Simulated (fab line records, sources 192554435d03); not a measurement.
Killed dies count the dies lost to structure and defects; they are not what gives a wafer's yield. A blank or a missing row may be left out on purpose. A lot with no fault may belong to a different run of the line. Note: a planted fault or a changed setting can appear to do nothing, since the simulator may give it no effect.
Which of the tools did it? ; flow n5 finfet ; 9 lots with 27 wafers sampled at 4 steps, on a route of 1938 steps

## WHAT EACH GAUGE READ, for each wafer
N5_SD_EPI_N_CD_MEAS_09: the cd target is 120 nm. Usual: cd nm 120.2 nm, standard deviation 0.85.
lot;measured;on;cd nm (nm);flag
L964;day 3 05:03;cd sem-02;118.7 118.2 117.9;
L967;day 4 01:47;cd sem-02;119.6 119.8 120.7;
L971;day 5 01:28;cd sem-01;120.7 121.3 120.3;
L980;day 7 05:35;cd sem-01;127.6 128.3 126.9;OFF
L981;day 7 15:21;cd sem-03;120.6 119.9 120.6;
L982;day 7 21:09;cd sem-02;123.9 124.9 124.1;OFF
L983;day 8 00:53;cd sem-03;121.0 120.4 121.0;
L984;day 8 08:18;cd sem-02;120.7 121.5 120.7;
L986;day 8 22:59;cd sem-02;119.9 120.2 119.4;

## WHICH TOOL RAN EACH LOT (tool, then ch and the chambers of the sampled wafers, then the start)
lot;N5_DUMMY_GATE_STRIP_40;N5_DUMMY_GATE_STRIP_48;N5_SD_EPI_N_EXPOSE_06
L964;rie diel-06 ch 1,2,3, day 3 03:13;rie diel-01 ch 0,2,3, day 3 03:52;arfi scanner-01 ch 0, day 3 04:56
L967;rie diel-01 ch 2,3, day 3 23:38;rie diel-02 ch 0,1,3, day 4 00:17;arfi scanner-02 ch 0, day 4 01:40
L971;rie diel-02 ch 0,2,3, day 4 23:36;rie diel-01 ch 0,1,3, day 5 00:14;arfi scanner-01 ch 0, day 5 01:20
L980;rie diel-01 ch 0,2, day 7 03:03;rie diel-01 ch 0,1,3, day 7 03:41;arfi scanner-01 ch 0, day 7 05:28
L981;rie diel-06 ch 0,3, day 7 13:20;rie diel-06 ch 0,1,3, day 7 14:10;arfi scanner-02 ch 0, day 7 15:14
L982;rie diel-01 ch 2,3, day 7 19:19;rie diel-02 ch 0,2,3, day 7 19:58;arfi scanner-01 ch 0, day 7 21:01
L983;rie diel-01 ch 0,1,3, day 7 22:25;rie diel-01 ch 0,2,3, day 7 23:42;arfi scanner-02 ch 0, day 8 00:46
L984;rie diel-02 ch 0,2,3, day 8 06:28;rie diel-06 ch 1,2,3, day 8 07:06;arfi scanner-03 ch 0, day 8 08:11
L986;rie diel-06 ch 0,1,2, day 8 21:10;rie diel-06 ch 0,1,2, day 8 21:48;arfi scanner-03 ch 0, day 8 22:52
- N5_DUMMY_GATE_STRIP_40: strips in CF4.
- N5_DUMMY_GATE_STRIP_48: strips in N2/H2, time 20 s.
- N5_SD_EPI_N_EXPOSE_06: exposes mask SD N BLK, target cd 120 nm.

## AS READ BY THE TOOLS THEMSELVES (means over the sampled wafers that have a number; for cases with no such wafer, the mark the record gives instead)
N5_DUMMY_GATE_STRIP_40. Usual: bias power w 75.02 W (standard deviation 0.21); drypump motor current A 5.51 A (standard deviation 0.26); oes product au 0.77 a.u. (standard deviation 0.075); rf fwd power W 292.5 W (standard deviation 0.9); rf vpp V 271.4 V (standard deviation 1.4); showerhead plenum p Torr 1.80 Torr (standard deviation 0.05); throttle valve pct 13.56 % (standard deviation 0.27).
lot;tool;bias power w (W);drypump motor current A (A);oes product au (a.u.);rf fwd power W (W);rf vpp V (V);showerhead plenum p Torr (Torr);throttle valve pct (%);flag
L964;rie diel-06;74.95;5.53;0.79;292.3;272.4;1.85;13.39;
L967;rie diel-01;75.04;5.33;0.83;292.5;272.3;1.83;13.73;
L971;rie diel-02;74.88;5.41;0.79;292.3;271.6;1.79;13.44;
L980;rie diel-01;74.89;5.62;0.71;291.7;271.1;1.81;13.94;
L981;rie diel-06;75.17;5.81;0.75;293.4;271.5;1.82;13.63;
L982;rie diel-01;75.15;5.53;0.74;293.4;272.3;1.83;13.94;
L983;rie diel-01;75.00;5.35;0.76;291.6;271.5;1.79;13.62;
L984;rie diel-02;74.99;5.43;0.76;292.1;271.3;1.79;13.47;
L986;rie diel-06;75.01;5.51;0.70;293.2;271.4;1.81;13.74;

N5_DUMMY_GATE_STRIP_48. Usual: bias power w 2.999 W (standard deviation 0.0098); drypump motor current A 5.53 A (standard deviation 0.25); n2 flow sccm 299.9 sccm (standard deviation 0.82); oes product au 0.77 a.u. (standard deviation 0.079); rf vpp V 45.3 V (standard deviation 0.83); showerhead plenum p Torr 3.41 Torr (standard deviation 0.098); throttle valve pct 12.21 % (standard deviation 0.27).
lot;tool;bias power w (W);drypump motor current A (A);n2 flow sccm (sccm);oes product au (a.u.);rf vpp V (V);showerhead plenum p Torr (Torr);throttle valve pct (%);flag
L964;rie diel-01;3.002;5.45;299.7;0.81;45.5;3.39;12.26;
L967;rie diel-02;3.000;5.38;300.0;0.80;45.9;3.35;12.20;
L971;rie diel-01;2.996;5.36;299.5;0.79;46.2;3.38;12.18;
L980;rie diel-01;2.999;5.37;300.2;0.78;46.2;3.37;12.21;
L981;rie diel-06;2.992;5.69;300.1;0.76;45.3;3.42;12.19;
L982;rie diel-02;2.998;5.44;300.1;0.76;45.7;3.38;12.14;
L983;rie diel-01;3.004;5.46;300.2;0.77;44.6;3.37;12.35;
L984;rie diel-06;2.996;5.58;300.0;0.76;45.3;3.47;12.13;
L986;rie diel-06;2.993;5.52;300.0;0.70;45.4;3.40;12.38;

N5_SD_EPI_N_EXPOSE_06. Usual: exposure dose mJ cm2 39.74, standard deviation 0.037.
lot;tool;exposure dose mJ cm2;flag
L964;arfi scanner-01;39.73;
L967;arfi scanner-02;39.78;
L971;arfi scanner-01;39.76;
L980;arfi scanner-01;43.57;OFF
L981;arfi scanner-02;39.75;
L982;arfi scanner-01;42.81;OFF
L983;arfi scanner-02;39.76;
L984;arfi scanner-03;39.72;
L986;arfi scanner-03;39.75;

## THE ANSWER, worked out from the rows above alone
Rule: take the mean of a lot's wafers that have a number; if it is more than 3 standard deviations from the usual mean, the lot is off. Also off: a lot with no number at a reading for which 4 or more lots have one. The other lots that the step has rows for count as sound. After the gauges, taken in route order, come the tools' own readings; for these a lot's mean is taken, as printed above. At the first step where some lot is off, the reading lying furthest off is the one used; lots without a number count as furthest.
Off: L980, L982 (N5_SD_EPI_N_CD_MEAS_09, cd nm).
A tool fits if, at a process step before that reading, it ran every lot that is off, and no sound lot after the first of them. Not tried: the gauges at N5_SD_EPI_N_CD_MEAS_09; whatever is off there is also off at N5_SD_EPI_N_EXPOSE_06, on other tools, and gauge error can't account for it. One fits: N5_SD_EPI_N_EXPOSE_06 on arfi scanner-01. Its last sound lot is L971 (day 5 01:20), its first lot that is off L980 (day 7 05:28): a fault that began between those two fits.
The tool's own readings at N5_SD_EPI_N_EXPOSE_06 bear it out: on the lots that are off they differ by more than 5 times the standard deviation of the sound lots' means. exposure dose mJ cm2 reads 43.19 there against 39.75 on the sound lots.

## WHAT HAD BEEN PUT IN BY THE SIMULATOR
Process parameter drift: arfi scanner-01, from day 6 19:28 on, at N5_SD_EPI_N_EXPOSE_06. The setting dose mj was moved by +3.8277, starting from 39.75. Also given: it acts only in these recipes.
Lots struck among those shown: L980, L982. The rule above found the same.
